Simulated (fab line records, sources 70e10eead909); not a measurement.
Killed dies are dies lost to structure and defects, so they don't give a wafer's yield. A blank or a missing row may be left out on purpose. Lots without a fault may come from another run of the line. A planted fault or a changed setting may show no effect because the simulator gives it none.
fab line records | flow nand_harc
record lots=12 wafers=36 last_day=33
route steps=1302 shown P_M0@277 P_M1@290 END@1302
lots that met no fault: from a run of the same line without faults
start_h: hours from the record's first day to the start of the lot's first wafer shown | wait_h: hours since the lot's step before | " the same as in the row above | L1.1+2: a row that stands for several wafers | - no value, or no start given | * or withheld: withheld | < > ~ a bound
route shown NAME@n: a module of which the file shows steps, and the number in the route of the first | usual: mean/standard deviation of fault-free wafers | same: alike in all rows | chamber/n: place in a boat | sites: the reading at each site | _std_site: their standard deviation | _edge_site: outer sites' mean less inner sites' | radius_mm: how far each site lies from the wafer's centre | mask NAME#n: copy n | behind: the tool/chamber that last shaped the wafer | hold: why the lot was held/for how many hours/how that ended | device: the transistor (n, p or np) that didn't switch | end of line: the same wafers' tests at the end of the route | a step without rows: its recipe alone | killed: dies lost to structure and defects at the first sort, not the wafer's yield | map: a wafer's dies, x killed, . not, _ none there
set.NAME: the setting as run; set.NAME@STEP: as run at that earlier step | model.NAME: the simulator's own value behind a step, which no gauge read
steps of the route over a sample of lots; a table a step, a row a wafer
services: from which hour (start_h, from the record's first day; less than 0 if before it) a tool's chamber was out of use, for how many hours, and why
## steps
# step NHARC_P_M0_ANNEAL_30
# recipe temp_c=225 time_s=90
# usual anneal_temp_c=224.99/0.17 anneal_temp_c_max=226.05/0.26 wafer_temp_C_max=225.87/0.22
# columns lot.wafer tool chamber start_h wait_h anneal_temp_c anneal_temp_c_max wafer_temp_C_max
L845.4 rtp_anneal-01 0 123.76 0.4 225.12 225.91 225.75
L845.5 " 0 " " 224.76 225.91 225.74
L845.6 " 0 " " 224.97 225.92 226.15
L846.3 rtp_anneal-01 0 130.88 - 225.17 226.08 225.90
L846.4 " 0 " " 224.61 225.41 225.92
L846.6 " 0 " " 224.98 225.98 225.65
L848.3 rtp_anneal-02 0 152.02 - 224.84 225.73 225.72
L848.5 " 0 " " 224.62 225.71 225.64
L848.6 " 0 " " 224.56 225.62 225.99
L849.3 rtp_anneal-01 0 168.84 - 224.94 225.63 226.08
L849.4 " 0 " " 224.92 225.92 225.51
L849.5 " 0 " " 224.98 225.78 226.11
L851.1 rtp_anneal-02 0 178.77 0.4 225.13 226.22 225.71
L851.2 " 0 " " 224.98 226.12 225.61
L851.3 " 0 " " 225.24 226.62 225.55
L853.3 rtp_anneal-02 0 204.19 0.3 225.18 226.14 225.87
L853.4 " 0 " " 224.90 226.07 225.76
L853.5 " 0 " " 225.10 226.44 225.75
L854.3 rtp_anneal-02 0 217.76 0.3 224.90 226.33 225.82
L854.4 " 0 " " 225.00 226.15 226.19
L854.6 " 0 " " 225.06 226.02 225.78
L855.2 rtp_anneal-02 0 222.49 0.3 224.97 225.83 225.57
L855.4 " 0 " " 224.92 226.14 225.62
L855.6 " 0 " " 224.97 226.02 226.14
L860.1 rtp_anneal-02 0 274.55 - 225.33 226.60 225.72
L860.3 " 0 " " 225.09 226.12 225.85
L860.5 " 0 " " 224.87 225.84 226.02
L866.1 rtp_anneal-02 0 337.31 0.3 224.89 225.97 225.72
L866.4 " 0 " " 224.99 226.14 225.80
L866.6 " 0 " " 224.79 225.96 225.97
L867.2 rtp_anneal-02 0 345.93 0.3 225.05 225.97 225.81
L867.5 " 0 " " 225.24 226.40 225.94
L867.6 " 0 " " 225.11 226.55 225.73
L868.2 rtp_anneal-01 0 349.97 - 225.07 226.12 225.69
L868.3 " 0 " " 225.16 225.99 225.66
L868.5 " 0 " " 225.21 226.17 225.77
# step NHARC_P_M0_INSPECT_27
# usual raw_defect_count=339/140
# columns lot.wafer tool chamber start_h wait_h raw_defect_count
L845.4 defect_inspect-01 - 124.42 0.0 314
L845.5 " - " " 473
L845.6 " - " " 270
L846.3 defect_inspect-02 - 131.60 0.0 242
L846.4 " - " " 313
L846.6 " - " " 422
L848.3 defect_inspect-01 - 152.77 0.0 281
L848.5 " - " " 408
L848.6 " - " " 507
L849.3 defect_inspect-01 - 169.56 0.0 285
L849.4 " - " " 296
L849.5 " - " " 307
L851.1 defect_inspect-02 - 179.61 0.0 657
L851.2 " - " " 647
L851.3 " - " " 465
L853.3 defect_inspect-02 - 204.90 0.0 213
L853.4 " - " " 425
L853.5 " - " " 181
L854.3 defect_inspect-02 - 218.47 0.0 542
L854.4 " - " " 225
L854.6 " - " " 420
L855.2 defect_inspect-01 - 223.27 0.0 223
L855.4 " - " " 254
L855.6 " - " " 363
L860.1 defect_inspect-01 - 275.37 0.0 310
L860.3 " - " " 437
L860.5 " - " " 193
L866.1 defect_inspect-01 - 338.12 0.0 462
L866.4 " - " " 365
L866.6 " - " " 385
L867.2 defect_inspect-02 - 346.69 0.0 1021
L867.5 " - " " 498
L867.6 " - " " 819
L868.2 defect_inspect-01 - 350.73 0.0 285
L868.3 " - " " 522
L868.5 " - " " 346
# step NHARC_P_M0_DEP_32
# recipe target_thk_a=300 temp_c=370 target_thk_nm=30 pressure_torr=3 flow_sccm=200 rf_w=450 material=SiCN
# usual heater_power_w=566/64
# columns lot.wafer tool chamber start_h wait_h heater_power_w
L845.5 pecvd-01 2 124.69 0.2 616
L845.6 " 0 " " 460
L845.4 " 1 " " 620
L846.3 pecvd-02 1 131.78 0.1 640
L846.6 " 0 " " 623
L846.4 " 2 " " 558
L848.3 pecvd-03 1 153.06 0.1 552
L848.5 " 2 " " 721
L848.6 " 0 " " 528
L849.3 pecvd-02 2 169.75 0.1 555
L849.4 " 2 " " 564
L849.5 " 0 " " 579
L851.3 pecvd-02 2 179.76 0.1 566
L851.1 " 0 " " 579
L851.2 " 1 " " 568
L853.4 pecvd-01 0 205.22 0.2 458
L853.3 " 1 " " 625
L853.5 " 0 " " 462
L854.3 pecvd-03 1 218.66 0.1 485
L854.4 " 1 " " 493
L854.6 " 2 " " 731
L855.2 pecvd-01 2 223.50 0.1 596
L855.6 " 1 " " 603
L855.4 " 2 " " 613
L860.3 pecvd-01 1 275.52 0.1 538
L860.1 " 0 " " 559
L860.5 " 1 " " 558
L866.1 pecvd-02 1 338.27 0.1 655
L866.6 " 1 " " 663
L866.4 " 0 " " 636
L867.2 pecvd-01 1 346.88 0.1 609
L867.5 " 1 " " 617
L867.6 " 2 " " 563
L868.3 pecvd-01 2 350.92 0.1 573
L868.2 " 0 " " 528
L868.5 " 2 " " 583
# step NHARC_P_M1_SOFTBAKE_04
# recipe temp_c=105 time_s=55
# usual heater_power_total_W=188.46/0.14
# columns lot.wafer tool chamber start_h wait_h heater_power_total_W
L845.4 litho_track-04 0 125 - 188.40
L845.5 " 0 " " 188.38
L845.6 " 0 " " 188.33
L846.3 litho_track-06 0 132 - 188.61
L846.4 " 0 " " 188.37
L846.6 " 0 " " 188.65
L848.3 litho_track-01 0 153 - 188.42
L848.5 " 0 " " 188.24
L848.6 " 0 " " 188.71
L849.3 litho_track-06 0 170 - 188.76
L849.4 " 0 " " 188.30
L849.5 " 0 " " 188.45
L851.1 litho_track-04 0 180 - 188.57
L851.2 " 0 " " 188.45
L851.3 " 0 " " 188.48
L853.3 litho_track-01 0 206 - 188.45
L853.4 " 0 " " 188.50
L853.5 " 0 " " 188.45
L854.3 litho_track-06 0 219 - 188.47
L854.4 " 0 " " 188.53
L854.6 " 0 " " 188.58
L855.2 litho_track-04 0 224 - 188.30
L855.4 " 0 " " 188.46
L855.6 " 0 " " 188.36
L860.1 litho_track-06 0 276 - 217.23
L860.3 " 0 " " 217.38
L860.5 " 0 " " 188.29
L866.1 litho_track-04 0 339 - 188.35
L866.4 " 0 " " 188.77
L866.6 " 0 " " 188.34
L867.2 litho_track-06 0 347 - 188.75
L867.5 " 0 " " 188.52
L867.6 " 0 " " 188.40
L868.2 litho_track-04 0 351 - 188.52
L868.3 " 0 " " 188.55
L868.5 " 0 " " 188.39
# step NHARC_END_SORT_01
# recipe temp_c=25
# usual defect_limited_yield=91/3 killed_at_array=54/21 killed_at_other=1.0/1.2 killed_at_periphery=3.6/2.6 killed_dies=58/20 killed_open=3.3/1.9 killed_short=2.6/1.5 sort_bin_2_pct=3.1/1.4 sort_bin_3_pct=0.6/0.37 sort_bin_4_pct=4.9/1.6 sort_n_pass=619/20 sort_rim_yield_pct=91/4.3 sort_yield_pct=91/3
# same gross_dies=677 sort_bin_5_pct[%]=0 sort_bin_6_pct[%]=0 sort_bin_7_pct[%]=0 sort_bin_8_pct[%]=0 sort_rim_n_gross=106.00
# columns lot.wafer tool chamber start_h wait_h defect_limited_yield[%] killed_at_array killed_at_other killed_at_periphery killed_dies killed_open killed_short sort_bin_2_pct[%] sort_bin_3_pct[%] sort_bin_4_pct[%] sort_n_pass sort_rim_yield_pct[%] sort_yield_pct[%]
L845.4 prober-01 0 574.76 3.4 92 45 3 3 51 2 3 2.5 0.9 4.1 626 97 92
L845.5 prober-01 0 575.57 3.7 91 56 3 3 62 3 4 4.3 0.6 4.3 615 92 91
L845.6 prober-01 0 576.37 4.0 93 41 4 4 49 3 2 2.7 0.1 4.4 628 97 93
L846.3 prober-02 0 588.60 3.1 89 74 0 2 76 4 2 4.1 1.2 5.9 601 97 89
L846.4 prober-02 0 589.39 3.4 87 86 0 4 90 5 3 5.6 1.3 6.4 587 89 87
L846.6 prober-02 0 590.98 4.0 89 69 1 4 74 4 5 4.0 0.9 6.1 603 92 89
L848.3 prober-01 0 596.36 3.1 91 59 1 2 62 2 2 3.2 0.4 5.5 615 96 91
L848.5 prober-01 0 597.95 3.7 92 53 1 0 54 4 2 2.5 0.7 4.7 623 94 92
L848.6 prober-01 0 598.75 4.0 93 49 0 1 50 3 1 1.8 1.2 4.4 627 95 93
L849.3 prober-02 0 603.03 3.1 92 51 0 2 53 1 3 2.8 0.1 4.9 624 92 92
L849.4 prober-02 0 603.84 3.4 93 41 2 5 48 3 5 3.2 0.4 3.4 629 85 93
L849.5 prober-02 0 604.64 3.7 92 47 3 6 56 5 6 2.5 0.6 5.2 621 84 92
L851.1 prober-02 0 609.27 2.5 95 23 0 9 32 4 4 0.9 0.3 3.5 645 94 95
L851.2 prober-02 0 610.07 2.8 94 32 1 10 43 4 1 1.5 0.7 4.1 634 93 94
L851.3 prober-02 0 610.87 3.1 95 24 3 6 33 5 2 1.6 0 3.2 644 92 95
L853.3 prober-02 0 636.32 3.1 94 35 1 7 43 5 2 2.2 0.7 3.4 634 91 94
L853.4 prober-02 0 637.11 3.4 92 51 0 3 54 3 2 3.1 0.4 4.4 623 92 92
L853.5 prober-02 0 637.90 3.7 92 49 0 6 55 2 5 3.4 0.4 4.3 622 88 92
L855.2 prober-01 0 660.58 2.8 94 35 2 3 40 8 3 1.5 0.4 4.0 637 97 94
L855.4 prober-01 0 662.17 3.4 94 36 2 4 42 4 1 1.0 0.3 4.9 635 91 94
L855.6 prober-01 0 663.76 4.0 94 37 2 3 42 4 3 2.4 0.3 3.5 635 95 94
L854.3 prober-01 0 677.60 3.1 87 81 2 3 86 3 2 4.6 0.4 7.7 591 87 87
L854.4 prober-01 0 678.39 3.4 87 81 1 4 86 7 1 4.7 0.7 7.2 591 84 87
L854.6 prober-01 0 679.97 4.0 90 64 1 5 70 5 2 3.0 1.5 5.9 607 86 90
L860.1 prober-02 0 722.01 2.5 91 55 3 2 60 4 2 2.5 1.0 5.3 617 87 91
L860.3 prober-02 0 723.63 3.1 95 28 3 4 35 1 2 2.4 0 2.8 642 90 95
L860.5 prober-02 0 725.25 3.7 94 37 5 0 42 3 2 2.4 0.7 3.1 635 91 94
L866.1 prober-01 0 770.84 2.5 91 57 0 2 59 5 1 3.4 0.7 4.6 618 90 91
L866.4 prober-01 0 773.25 3.4 91 59 1 0 60 3 1 2.8 0.7 5.3 617 89 91
L866.6 prober-01 0 774.86 4.0 91 54 4 2 60 2 1 3.7 0.4 4.7 617 86 91
L867.2 prober-01 0 789.04 2.8 94 38 1 4 43 4 7 1.2 0.4 4.7 634 95 94
L867.5 prober-01 0 791.39 3.6 95 26 1 5 32 1 3 1.3 0.4 3.0 645 92 95
L867.6 prober-01 0 792.17 3.9 92 49 1 5 55 7 3 3.0 0.3 4.9 622 94 92
L868.2 prober-02 0 789.06 2.8 88 75 3 3 81 0 3 5.2 0.9 5.9 596 85 88
L868.3 prober-02 0 789.86 3.1 87 81 2 2 85 3 5 4.4 0.6 7.5 592 85 87
L868.5 prober-02 0 791.48 3.7 92 50 0 5 55 2 1 2.5 0.9 4.7 622 86 92
# killed by level:class
L845.4 A_CHANNEL_HOLE_D2:chamber_film_flake=35 A_CHANNEL_FILL_D2:geometric_particle:short=3 A_CONTACT:chamber_film_flake=3 THIN_TSV:chamber_film_flake=3 P_STI:chamber_film_flake=2 A_STAIRCASE:chamber_film_flake=2 A_CHANNEL_FILL_D1:geometric_particle:open=1 A_CHANNEL_FILL_D2:geometric_particle:open=1
L845.5 A_CHANNEL_HOLE_D2:chamber_film_flake=36 A_WL_FILL:chamber_film_flake=4 A_CHANNEL_HOLE_D1:chamber_film_flake=3 A_STAIRCASE:chamber_film_flake=3 THIN_TSV:chamber_film_flake=3 A_ONON_D2:geometric_particle:short=2 A_ZERO_WELL:chamber_film_flake=2 A_CONTACT:chamber_film_flake=2
L845.6 A_CHANNEL_HOLE_D2:chamber_film_flake=31 THIN_TSV:chamber_film_flake=4 A_CONTACT:chamber_film_flake=3 A_ONON_D2:geometric_particle:short=2 P_STI:chamber_film_flake=2 A_STAIRCASE:chamber_film_flake=2 P_CONTACT:geometric_particle:open=1 P_M0:geometric_particle:open=1
L846.3 A_CHANNEL_HOLE_D1:chamber_film_flake=26 A_SLIT:chamber_film_flake=20 A_CHANNEL_HOLE_D2:chamber_film_flake=16 A_CONTACT:chamber_film_flake=3 P_M0:chamber_film_flake=2 A_STAIRCASE:chamber_film_flake=2 A_CHANNEL_FILL_D1:geometric_particle:open=1 A_DECK1_JOINT:geometric_particle:short=1
L846.4 A_CHANNEL_HOLE_D2:chamber_film_flake=33 A_CHANNEL_HOLE_D1:chamber_film_flake=30 A_SLIT:chamber_film_flake=15 A_CONTACT:chamber_film_flake=3 P_CONTACT:geometric_particle:open=1 P_M1:geometric_particle:short=1 P_BONDPAD:geometric_particle:open=1 A_ONON_D1:geometric_particle:short=1
L846.6 A_CHANNEL_HOLE_D2:chamber_film_flake=24 A_CHANNEL_HOLE_D1:chamber_film_flake=20 A_SLIT:chamber_film_flake=15 A_BLC:geometric_particle:short=2 A_CONTACT:chamber_film_flake=2 P_GATE:geometric_particle:open=1 P_CONTACT:geometric_particle:short=1 P_CONTACT:geometric_particle:open=1
L848.3 A_CHANNEL_HOLE_D1:chamber_film_flake=35 A_CHANNEL_HOLE_D2:chamber_film_flake=10 A_CONTACT:chamber_film_flake=4 A_CHANNEL_FILL_D1:chamber_film_flake=2 A_STAIRCASE:chamber_film_flake=2 P_CONTACT:geometric_particle:open=1 A_CHANNEL_FILL_D2:geometric_particle:short=1 A_CHANNEL_FILL_D2:geometric_particle:open=1
L848.5 A_CHANNEL_HOLE_D1:chamber_film_flake=33 A_CONTACT:chamber_film_flake=5 A_CHANNEL_HOLE_D2:chamber_film_flake=3 A_ONON_D1:geometric_particle:open=2 A_DECK1_JOINT:chamber_film_flake=2 A_STAIRCASE:chamber_film_flake=2 A_SOURCE_PLATE:geometric_particle:open=1 A_DECK1_JOINT:geometric_particle:short=1
L848.6 A_CHANNEL_HOLE_D1:chamber_film_flake=33 A_CHANNEL_HOLE_D2:chamber_film_flake=6 A_CONTACT:chamber_film_flake=4 A_STAIRCASE:chamber_film_flake=3 P_GATE:geometric_particle:short=1 A_CHANNEL_FILL_D1:geometric_particle:open=1 A_CHANNEL_FILL_D2:geometric_particle:open=1 A_M0:geometric_particle:open=1
L849.3 A_SLIT:chamber_film_flake=25 A_CHANNEL_HOLE_D2:chamber_film_flake=10 A_M0:chamber_film_flake=4 A_STAIRCASE:chamber_film_flake=3 A_CONTACT:chamber_film_flake=3 A_CHANNEL_HOLE_D1:chamber_film_flake=2 P_CONTACT:geometric_particle:open=1 A_DECK1_JOINT:geometric_particle:short=1
L849.4 A_SLIT:chamber_film_flake=12 A_STAIRCASE:chamber_film_flake=7 A_CONTACT:chamber_film_flake=7 A_CHANNEL_HOLE_D2:chamber_film_flake=5 A_M0:chamber_film_flake=3 A_ONON_D1:geometric_particle:short=2 P_GATE:chamber_film_flake=2 P_M0:geometric_particle:short=1
L849.5 A_SLIT:chamber_film_flake=16 A_CHANNEL_HOLE_D2:chamber_film_flake=7 A_CONTACT:chamber_film_flake=6 A_STAIRCASE:chamber_film_flake=4 THIN_TSV:chamber_film_flake=3 P_M0:geometric_particle:open=2 A_ONON_D1:geometric_particle:short=2 A_WL_FILL:geometric_particle:short=2
L851.1 P_GATE:chamber_film_flake=5 A_CHANNEL_HOLE_D1:chamber_film_flake=4 A_CHANNEL_HOLE_D2:chamber_film_flake=4 A_STAIRCASE:chamber_film_flake=3 A_CONTACT:chamber_film_flake=3 P_M1:chamber_film_flake=2 A_WL_FILL:chamber_film_flake=2 P_CONTACT:geometric_particle:open=1
L851.2 A_CHANNEL_HOLE_D2:chamber_film_flake=17 P_GATE:chamber_film_flake=6 A_CONTACT:chamber_film_flake=5 P_M1:chamber_film_flake=3 A_DECK1_JOINT:chamber_film_flake=3 A_STAIRCASE:chamber_film_flake=2 P_M0:geometric_particle:open=1 A_CHANNEL_HOLE_D1:geometric_particle:open=1
L851.3 A_CHANNEL_HOLE_D2:chamber_film_flake=10 P_GATE:chamber_film_flake=5 A_CHANNEL_HOLE_D1:chamber_film_flake=4 THIN_TSV:chamber_film_flake=3 A_CHANNEL_HOLE_D1:geometric_particle:open=1 A_CHANNEL_FILL_D1:geometric_particle:open=1 A_DECK1_JOINT:geometric_particle:open=1 A_ONON_D2:geometric_particle:open=1
L853.3 A_SLIT:chamber_film_flake=13 A_CHANNEL_HOLE_D2:chamber_film_flake=8 P_GATE:chamber_film_flake=5 A_BONDPAD:chamber_film_flake=3 P_M0:geometric_particle:open=2 A_CHANNEL_FILL_D2:geometric_particle:open=2 A_CHANNEL_HOLE_D1:chamber_film_flake=2 A_CONTACT:chamber_film_flake=2
L853.4 A_SLIT:chamber_film_flake=31 A_CHANNEL_HOLE_D2:chamber_film_flake=6 A_CONTACT:chamber_film_flake=4 P_GATE:chamber_film_flake=3 A_WL_FILL:geometric_particle:short=2 A_BONDPAD:chamber_film_flake=2 A_ONON_D2:geometric_particle:open=1 A_WL_FILL:geometric_particle:open=1
L853.5 A_SLIT:chamber_film_flake=17 A_CHANNEL_HOLE_D2:chamber_film_flake=17 P_GATE:chamber_film_flake=5 A_CHANNEL_HOLE_D1:chamber_film_flake=3 A_CONTACT:chamber_film_flake=3 A_ONON_D1:geometric_particle:short=2 A_BLC:geometric_particle:short=2 A_STAIRCASE:chamber_film_flake=2
L855.2 A_CHANNEL_HOLE_D1:chamber_film_flake=10 A_CONTACT:chamber_film_flake=6 A_M0:geometric_particle:open=3 A_CHANNEL_HOLE_D2:unspecified=3 A_SLIT:chamber_film_flake=3 A_ONON_D2:geometric_particle:open=2 P_GATE:chamber_film_flake=2 THIN_TSV:chamber_film_flake=2
L855.4 A_CHANNEL_HOLE_D1:chamber_film_flake=13 A_CONTACT:chamber_film_flake=12 A_STAIRCASE:chamber_film_flake=2 THIN_TSV:chamber_film_flake=2 P_GATE:geometric_particle:open=1 P_M0:geometric_particle:open=1 A_DECK1_JOINT:geometric_particle:short=1 A_ONON_D2:geometric_particle:open=1
L855.6 A_CHANNEL_HOLE_D1:chamber_film_flake=12 A_CONTACT:chamber_film_flake=6 A_STAIRCASE:chamber_film_flake=3 A_SLIT:chamber_film_flake=3 P_ZERO_WELL:chamber_film_flake=2 A_ZERO_WELL:chamber_film_flake=2 A_CHANNEL_HOLE_D2:chamber_film_flake=2 P_GATE:geometric_particle:short=1
L854.3 A_SLIT:chamber_film_flake=32 A_CHANNEL_HOLE_D1:chamber_film_flake=28 A_CHANNEL_HOLE_D2:chamber_film_flake=12 A_BLC:geometric_particle:open=2 P_ZERO_WELL:chamber_film_flake=2 A_STAIRCASE:chamber_film_flake=2 HYBRID_BOND:chamber_film_flake=2 P_STI:geometric_particle:short=1
L854.4 A_CHANNEL_HOLE_D1:chamber_film_flake=33 A_SLIT:chamber_film_flake=18 A_CHANNEL_HOLE_D2:chamber_film_flake=15 A_CONTACT:chamber_film_flake=4 A_DECK1_JOINT:chamber_film_flake=3 A_M1:geometric_particle:open=2 A_M1:chamber_film_flake=2 P_STI:geometric_particle:open=1
L854.6 A_CHANNEL_HOLE_D1:chamber_film_flake=28 A_SLIT:chamber_film_flake=15 A_CHANNEL_HOLE_D2:chamber_film_flake=6 P_ZERO_WELL:chamber_film_flake=3 A_DECK1_JOINT:chamber_film_flake=3 A_M1:chamber_film_flake=3 P_CONTACT:geometric_particle:open=2 A_STAIRCASE:chamber_film_flake=2
L860.1 A_CHANNEL_HOLE_D2:chamber_film_flake=22 A_SLIT:chamber_film_flake=18 A_WL_FILL:chamber_film_flake=4 A_BLC:chamber_film_flake=3 THIN_TSV:chamber_film_flake=3 A_CHANNEL_FILL_D1:geometric_particle:open=2 P_M1:geometric_particle:open=1 A_CHANNEL_HOLE_D2:geometric_particle:open=1
L860.3 A_SLIT:chamber_film_flake=10 A_CHANNEL_HOLE_D2:chamber_film_flake=10 A_CHANNEL_HOLE_D1:chamber_film_flake=3 P_GATE:chamber_film_flake=2 A_CONTACT:chamber_film_flake=2 THIN_TSV:chamber_film_flake=2 P_CONTACT:geometric_particle:short=1 P_CONTACT:geometric_particle:open=1
L860.5 A_SLIT:chamber_film_flake=17 A_CONTACT:chamber_film_flake=9 A_CHANNEL_HOLE_D2:chamber_film_flake=5 THIN_TSV:chamber_film_flake=4 A_CHANNEL_HOLE_D1:geometric_particle:open=1 A_CHANNEL_FILL_D1:geometric_particle:short=1 A_DECK1_JOINT:geometric_particle:short=1 A_CHANNEL_HOLE_D2:geometric_particle:open=1
L866.1 A_CHANNEL_HOLE_D2:chamber_film_flake=29 A_CHANNEL_HOLE_D1:chamber_film_flake=14 A_STAIRCASE:chamber_film_flake=4 A_SLIT:chamber_film_flake=3 A_CHANNEL_FILL_D2:geometric_particle:open=2 A_M0:geometric_particle:open=2 A_CHANNEL_FILL_D1:geometric_particle:short=1 A_CONTACT:geometric_particle:open=1
L866.4 A_CHANNEL_HOLE_D2:chamber_film_flake=31 A_CHANNEL_HOLE_D1:chamber_film_flake=13 A_SLIT:chamber_film_flake=9 A_CHANNEL_FILL_D1:geometric_particle:open=1 A_CHANNEL_FILL_D2:geometric_particle:open=1 A_STAIRCASE:geometric_particle:short=1 A_M1:geometric_particle:open=1 A_STAIRCASE:chamber_film_flake=1
L866.6 A_CHANNEL_HOLE_D1:chamber_film_flake=19 A_CHANNEL_HOLE_D2:chamber_film_flake=19 A_SLIT:chamber_film_flake=7 A_STAIRCASE:chamber_film_flake=5 THIN_TSV:chamber_film_flake=3 P_CONTACT:geometric_particle:open=1 A_CHANNEL_FILL_D1:geometric_particle:open=1 STARTING-WAFER:geometric_particle:short=1
L867.2 A_CHANNEL_HOLE_D1:chamber_film_flake=11 A_SLIT:chamber_film_flake=10 A_SGD_CUT:geometric_particle:short=2 P_GATE:chamber_film_flake=2 A_DECK1_JOINT:chamber_film_flake=2 A_CHANNEL_FILL_D2:chamber_film_flake=2 A_CONTACT:chamber_film_flake=2 P_GATE:geometric_particle:short=1
L868.2 A_CHANNEL_HOLE_D2:chamber_film_flake=35 A_CHANNEL_HOLE_D1:chamber_film_flake=12 A_SLIT:chamber_film_flake=12 A_CONTACT:chamber_film_flake=10 THIN_TSV:chamber_film_flake=3 P_M1:chamber_film_flake=2 A_STAIRCASE:chamber_film_flake=2 P_M0:geometric_particle:short=1
L868.3 A_CHANNEL_HOLE_D2:chamber_film_flake=35 A_SLIT:chamber_film_flake=20 A_CONTACT:chamber_film_flake=11 A_CHANNEL_HOLE_D1:chamber_film_flake=3 A_CHANNEL_HOLE_D1:geometric_particle:short=2 A_STAIRCASE:chamber_film_flake=2 P_CONTACT:geometric_particle:open=1 A_DECK1_JOINT:geometric_particle:open=1
L867.5 A_CHANNEL_HOLE_D1:chamber_film_flake=11 A_SLIT:chamber_film_flake=6 P_ZERO_WELL:chamber_film_flake=2 A_DECK1_JOINT:chamber_film_flake=2 A_CHANNEL_HOLE_D2:chamber_film_flake=2 P_GATE:geometric_particle:short=1 A_WL_FILL:geometric_particle:short=1 A_WL_FILL:geometric_particle:open=1
L868.5 A_SLIT:chamber_film_flake=13 A_CONTACT:chamber_film_flake=11 A_CHANNEL_HOLE_D2:chamber_film_flake=10 A_CHANNEL_HOLE_D1:chamber_film_flake=8 A_STAIRCASE:chamber_film_flake=4 P_M1:chamber_film_flake=2 P_M2:geometric_particle:short=1 A_CHANNEL_HOLE_D1:geometric_particle:open=1
L867.6 A_CHANNEL_HOLE_D1:chamber_film_flake=22 A_SLIT:chamber_film_flake=12 A_STAIRCASE:chamber_film_flake=3 A_CHANNEL_FILL_D1:geometric_particle:open=2 A_WL_FILL:geometric_particle:open=2 P_GATE:chamber_film_flake=2 A_CONTACT:chamber_film_flake=2 P_M0:geometric_particle:open=1
## services
# columns tool chamber start_h hours kind
pecvd-01 - 114.61 2.0 repair
pecvd-03 - 129.65 0.3 repair
pecvd-01 - 130.06 13.0 pm
pecvd-01 0 130.06 13.0 vent_cycle
pecvd-01 1 130.06 13.0 vent_cycle
pecvd-01 2 130.06 13.0 vent_cycle
pecvd-02 0 137.93 23.4 repair
pecvd-03 2 139.73 6.3 repair
pecvd-01 0 143.06 - clean
pecvd-01 1 143.06 - clean
pecvd-01 2 143.06 - clean
pecvd-03 - 148.44 1.1 repair
litho_track-01 - 155.00 7.0 pm
litho_track-06 - 179.00 7.0 pm
pecvd-03 - 185.00 13.0 pm
pecvd-01 2 193.21 11.8 repair
litho_track-04 - 203.00 7.0 pm
pecvd-02 - 227.11 13.0 pm
pecvd-01 - 311.06 13.0 pm
pecvd-01 0 311.06 13.0 vent_cycle
pecvd-01 1 311.06 13.0 vent_cycle
pecvd-01 2 311.06 13.0 vent_cycle
pecvd-03 - 325.54 0.6 repair
litho_track-01 - 330.00 7.0 pm
## key
first_sign step=NHARC_P_M1_SOFTBAKE_04 reading=heater_power_total_W direction=up sigmas=99+ usual=* struck=*
effect none on later readings
met_at NHARC_P_M1_SOFTBAKE_04
struck_lots L860
struck_wafers L860.1,L860.3
not_acting_at NHARC_P_M0_ANNEAL_30,NHARC_P_M0_INSPECT_27,NHARC_P_M0_DEP_32
onset_between 219 276
fault kind=process_parameter_drift tool=litho_track-06 chamber=- onset_h=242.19 steps=NHARC_P_M1_SOFTBAKE_04 channel=time_s offset=* shape=step end_h=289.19 scope=struck_wafers_only acts_in=* stated=*
